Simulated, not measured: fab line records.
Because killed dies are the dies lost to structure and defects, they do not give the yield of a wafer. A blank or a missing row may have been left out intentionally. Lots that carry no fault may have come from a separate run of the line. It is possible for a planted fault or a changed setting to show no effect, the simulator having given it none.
A lot that was struck, set against a sound lot	flow n5Finfet	40 out of 1938 route steps
Sound: the wafers L692.1, L692.2, L692.6. Struck: wafer L691.3. (L691.1, L691.6 of the same lot were not struck and are left out.) The cause comes at the end.
Per side, at each step with rows, come the tool, then ch with its chambers, and then its first start. Under that, the readings that differ: sound wafers	struck wafers	difference of the means	sigmas: that difference in standard deviations of wafers without a fault.
alike: readings whose means differ by less than 2 such deviations, and words and numbers that are the same on both sides. not compared: withheld readings, readings that some wafer has no value for, bounds like >300 that may hide the same value, and numbers for which the record gives no deviation and whose values overlap.
The two part at a step that has a row with sigmas, a row that says differs or no value, or rows on one side only. Non-overlapping numbers with no deviation appear without sigmas and do not part them. A reading that every wafer of one side lacks parts them only if that side has two wafers or more.

first, 9 steps without rows for these wafers: N5_BEOL_M4_ANNEAL_95 (time 240 s); N5_BEOL_M4_SPUTTER_96 (material Cu, target thk 4.5 nm, time 8.29 s); N5_BEOL_M4_ECD_50 (material Cu, target thk 300 nm); N5_BEOL_M4_ANNEAL_51 (time 90 s); N5_BEOL_M4_CMP_52 (polishes, stops on SiOC, t overpolish 6.8 s, target thk 40 nm); N5_BEOL_M4_PRE_CLEAN_60 (time 15 s); N5_BEOL_M4_CO_CAP_55 (material Co, precursor CCTBA/H2, target thk 2 nm, time 102.1 s); N5_BEOL_M4_PRE_CLEAN_56 (time 15 s); N5_BEOL_M4_DEP_57 (deposits SiCN from 3MS/NH3, target thk 8 nm, time 14 s).
N5_BEOL_M4_RC_MEAS_101:
  sound on prober-02 ch 0, day 13 13:27; struck on prober-01 ch 0, day 13 12:31
  alike: DIBL_N, DIBL_P, IOFF_N, IOFF_P, ION_N, ION_P, SS_N, SS_P, VT_N, VT_P
then, 24 steps without rows for these wafers: N5_BEOL_M5_ILD_DEP_00 (deposits SiCOH lowk from DEMS/porogen, target thk 140.64 nm, time 25.9 s); N5_BEOL_M5_CURE_79 (cures SiCOH lowk, time 240 s); N5_BEOL_M5_PECVD_70 (deposits SiO2 from TEOS/O2, target thk 16 nm, time 18 s); N5_BEOL_M5_HM_DEP_02 (deposits TiN, target thk 20 nm); N5_BEOL_M5_COAT_59 (time 60 s, resist thk 60 nm); N5_BEOL_M5_COAT_60 (time 60 s, resist thk 12 nm); N5_BEOL_M5_COAT_71 (time 60 s, resist thk 5 nm); N5_BEOL_M5_COAT_05 (resist thk 30 nm); N5_BEOL_M5_EBR_07; N5_BEOL_M5_SOFTBAKE_06 (time 60 s); N5_BEOL_M5_EXPOSE_08 (exposes mask M5, target cd 28 nm); N5_BEOL_M5_PEB_09 (peb time 60 s); N5_BEOL_M5_DEVELOP_10 (develop time 30 s); N5_BEOL_M5_DESCUM_16 (chemistry O2, time 7 s); N5_BEOL_M5_ETCH_72 (etches underlayer in N2/H2, target depth 6.5 nm, time 5.2 s); N5_BEOL_M5_ETCH_61 (etches SiARC in CF4, target depth 15.6 nm, time 26 s); N5_BEOL_M5_ETCH_62 (etches SOC in N2/H2, target depth 75 nm, overetch 15 nm, time 112.5 s); N5_BEOL_M5_STRIP_63 (strips in N2/H2); N5_BEOL_M5_STRIP_73 (strips in N2/H2); N5_BEOL_M5_STRIP_64 (strips in CF4); N5_BEOL_M5_HM_OPEN_17 (chemistry Cl2/BCl3, target TiN, target depth 20 nm, overetch 6 nm); N5_BEOL_M5_STRIP_19 (strips in O2); N5_BEOL_M5_COAT_65 (time 60 s, resist thk 60 nm); N5_BEOL_M5_COAT_66 (time 60 s, resist thk 12 nm).
-- the record jumps here: 3 days lie between the struck wafers' starts before and after (it left off in module BEOL_M5 and takes up again in module BEOL_M14, whose first step shown is number 1753 of the route) --
N5_BEOL_M14_TRENCH_ETCH_34: etches SiO2 in C4F8/O2/Ar, target depth 556.65 nm, time 126.9 s.
  sound on rieDiel-06 ch 0,1,3, day 16 20:06; struck on rieDiel-02 ch 0, day 17 00:26
reading	sound	struck	difference	sigmas
model.etch.depthNm (nm)	558.5 588.2 547.3	198.1	-366.6	
  alike: drypumpMotorCurrentA, oes_ar_750_au, oesProductAu, rfVppV, showerheadPlenumPTorr, throttleValvePct
  not compared: rfHoursCounterH
N5_BEOL_M14_OCD_MEAS_35:
  sound on ocd-02 at day 16 20:15; struck on ocd-02 at day 17 00:35
reading	sound	struck	difference	sigmas
trenchDepthNm (nm)	559 588 547	198	-367	-20
N5_BEOL_M14_CMP_49: polishes, stops on SiO2, t overpolish 5.2 s, target thk 560 nm.
  sound on cmp-03 ch 0,2,3, day 16 22:34; struck on cmp-01 ch 2, day 17 02:26
reading	sound	struck	difference	sigmas
model.Cu_of_BEOL_M14_ECD_47.thkNm (nm)	561.2 592.2 551.2	202.4	-365.8	
  alike: barrierFieldEndpointS, motorCurrentA, overpolishRunS, timeToEndpointS
N5_BEOL_M14_THK_MEAS_50: measures by xrf.
  sound on filmMetro-01 at day 16 22:49; struck on filmMetro-01 at day 17 02:44
reading	sound	struck	difference	sigmas
M14_THK (nm)	567 602 558	202	-374	-21
N5_BEOL_M14_RS_MEAS_54: measurement is done with a four-point probe.
  sound on filmMetro-01 at day 16 22:57; struck on filmMetro-02 at day 17 02:52
reading	sound	struck	difference	sigmas
M14_RS (ohm/sq)	0.0331 0.0314 0.0338	0.0961	+0.0633	+58
N5_PASSIVATION_PROBE_49:
  sound on prober-01 at day 17 20:56; struck on prober-02 at day 18 07:28
reading	sound	struck	difference	sigmas
defectLimitedYield (%)	89.7 89.5 89.0	17.5	-71.9	-48
killed_at_M4_up	17 13 24	888	+870	+99 or more
killedDies	121 124 130	974	+849	+47
killedOnRim	22 15 19	135	+116	+26
sort_bin_5_function (%)	6.6 6.8 6.4	79.0	+72.4	+73
sortNPass	1059 1056 1050	206	-849	-47
sortYieldPct (%)	89.7 89.5 89.0	17.5	-71.9	-48
  alike: killed_at_M0_to_M3, killedAtContacts, killedAtFrontEnd, killedAtOther, killedOpen, killedShort, sort_bin_6_memory, sort_bin_8_speed

== WHERE THEY PART ==
Earliest at N5_BEOL_M14_OCD_MEAS_35; latest, in this record, at N5_PASSIVATION_PROBE_49.

WHY: what the simulator had put in
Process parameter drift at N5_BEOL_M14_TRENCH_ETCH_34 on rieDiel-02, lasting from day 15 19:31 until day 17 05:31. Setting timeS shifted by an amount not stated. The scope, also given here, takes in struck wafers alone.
